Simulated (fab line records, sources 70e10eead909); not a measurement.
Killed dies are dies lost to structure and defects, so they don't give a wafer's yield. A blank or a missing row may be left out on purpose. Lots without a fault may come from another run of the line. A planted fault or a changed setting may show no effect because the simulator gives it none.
Which tool did it? | flow nand_harc | 11 lots, 33 wafers sampled, at 3 steps of a route of 1159

WHAT THE GAUGES READ, wafer by wafer
NHARC_A_CONTACT_CD_MEAS_42: target cd 200 nm. Usual: cd_nm 200.0 nm, standard deviation 0.65.
lot  | measured     | on        | cd_nm (nm)        | flag
L460 | day 16 14:45 | cd_sem-01 | 200.0 199.4 199.2 |
L464 | day 16 18:45 | cd_sem-01 | 199.1 199.1 199.5 |
L462 | day 16 17:00 | cd_sem-01 | 199.4 199.8 200.1 |
L463 | day 17 00:42 | cd_sem-03 | 199.8 200.3 200.1 |
L466 | day 17 18:50 | cd_sem-03 | 200.3 200.2 200.4 |
L465 | day 18 02:10 | cd_sem-03 | 199.8 198.7 199.4 |
L469 | day 18 21:53 | cd_sem-02 | 200.3 201.2 200.4 |
L474 | day 19 22:41 | cd_sem-01 | 199.7 199.6 200.4 |
L476 | day 20 14:25 | cd_sem-01 | 201.6 201.1 200.3 |
L478 | day 20 20:29 | cd_sem-02 | 213.2 213.1 213.4 | OFF
L481 | day 21 17:09 | cd_sem-02 | 211.1 211.6 211.6 | OFF

WHICH TOOL RAN EACH LOT (tool, then ch and the chambers of the sampled wafers, then the start)
lot  | NHARC_A_WL_FILL_CVD_03        | NHARC_A_CONTACT_EXPOSE_39
L460 | cvd_w-02 ch 0,1, day 15 03:41 | arfi_scanner-01 ch 0, day 16 14:37
L464 | cvd_w-02 ch 0,1, day 15 12:06 | arfi_scanner-01 ch 0, day 16 18:37
L462 | cvd_w-01 ch 0,1, day 15 12:24 | arfi_scanner-02 ch 0, day 16 16:52
L463 | cvd_w-01 ch 0,1, day 15 18:16 | arfi_scanner-03 ch 0, day 17 00:34
L466 | cvd_w-02 ch 0,1, day 16 11:37 | arfi_scanner-03 ch 0, day 17 18:42
L465 | cvd_w-01 ch 0,1, day 17 00:44 | arfi_scanner-03 ch 0, day 18 02:01
L469 | cvd_w-02 ch 0,1, day 17 11:21 | arfi_scanner-03 ch 0, day 18 21:46
L474 | cvd_w-01 ch 0,1, day 18 14:53 | arfi_scanner-03 ch 0, day 19 22:33
L476 | cvd_w-01 ch 0,1, day 19 07:23 | arfi_scanner-01 ch 0, day 20 14:16
L478 | cvd_w-02 ch 0,1, day 19 11:06 | arfi_scanner-03 ch 0, day 20 20:21
L481 | cvd_w-01 ch 0,1, day 20 03:49 | arfi_scanner-03 ch 0, day 21 17:01
- NHARC_A_WL_FILL_CVD_03: deposits W, target thk 40 nm, time 3302 s.
- NHARC_A_CONTACT_EXPOSE_39: exposes mask A CC 3.

WHAT THE TOOLS THEMSELVES READ (means of the sampled wafers that have a number; where no wafer has one, the mark that the record gives instead)
NHARC_A_WL_FILL_CVD_03. Usual: heater_power_w 460 W, standard deviation 28; throttle_valve_pct 7.98 %, standard deviation 0.21.
lot  | tool     | heater_power_w (W) | throttle_valve_pct (%) | flag
L460 | cvd_w-02 | 446                | 8.05                   |
L464 | cvd_w-02 | 443                | 7.94                   |
L462 | cvd_w-01 | 485                | 8.17                   |
L463 | cvd_w-01 | 483                | 8.00                   |
L466 | cvd_w-02 | 447                | 7.90                   |
L465 | cvd_w-01 | 466                | 8.06                   |
L469 | cvd_w-02 | 436                | 7.74                   |
L474 | cvd_w-01 | 484                | 8.27                   |
L476 | cvd_w-01 | 485                | 8.10                   |
L478 | cvd_w-02 | 431                | 7.92                   |
L481 | cvd_w-01 | 488                | 8.07                   |

NHARC_A_CONTACT_EXPOSE_39. Usual: exposure_dose_mJ_cm2 58.76, standard deviation 0.058.
lot  | tool            | exposure_dose_mJ_cm2 | flag
L460 | arfi_scanner-01 | 58.80                |
L464 | arfi_scanner-01 | 58.85                |
L462 | arfi_scanner-02 | 58.74                |
L463 | arfi_scanner-03 | 58.77                |
L466 | arfi_scanner-03 | 58.74                |
L465 | arfi_scanner-03 | 58.73                |
L469 | arfi_scanner-03 | 58.74                |
L474 | arfi_scanner-03 | 58.73                |
L476 | arfi_scanner-01 | 58.73                |
L478 | arfi_scanner-03 | 75.65                | OFF
L481 | arfi_scanner-03 | 72.25                | OFF

THE ANSWER, worked out from the rows above alone
Rule: a lot is off if the mean of its wafers that have a number lies more than 3 standard deviations from the usual mean. A lot without any number at a reading at which 4 lots or more have one is off too. The other lots that the step has rows for count as sound. The gauges are gone through in route order, then the tools' own readings, and for those a lot's mean is taken as printed above. The first step at which some lot is off is used, and at that step the reading that is off furthest; a lot without a number counts as furthest.
Off: L478, L481, at NHARC_A_CONTACT_CD_MEAS_42 (cd_nm).
A tool fits if, at a process step before that reading, it ran every lot that is off, and no sound lot after the first of them. The gauges at NHARC_A_CONTACT_CD_MEAS_42 aren't tried: what is off there is off at NHARC_A_CONTACT_EXPOSE_39 too, on other tools, and a gauge's error can't cause that. One fits: arfi_scanner-03 at NHARC_A_CONTACT_EXPOSE_39. Its last sound lot is L474 (day 19 22:33), its first lot that is off L478 (day 20 20:21): a fault that began between those two fits.
The tool's own readings at NHARC_A_CONTACT_EXPOSE_39 bear it out: on the lots that are off they differ by more than 5 times the standard deviation of the sound lots' means. exposure_dose_mJ_cm2 reads 73.95 there against 58.76 on the sound lots.

WHAT THE SIMULATOR HAD PUT IN
Process parameter drift: arfi_scanner-03, from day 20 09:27 on, at NHARC_A_CONTACT_EXPOSE_39. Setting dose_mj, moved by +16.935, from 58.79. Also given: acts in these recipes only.
Lots struck among those shown: L478, L481. The rule above found the same.
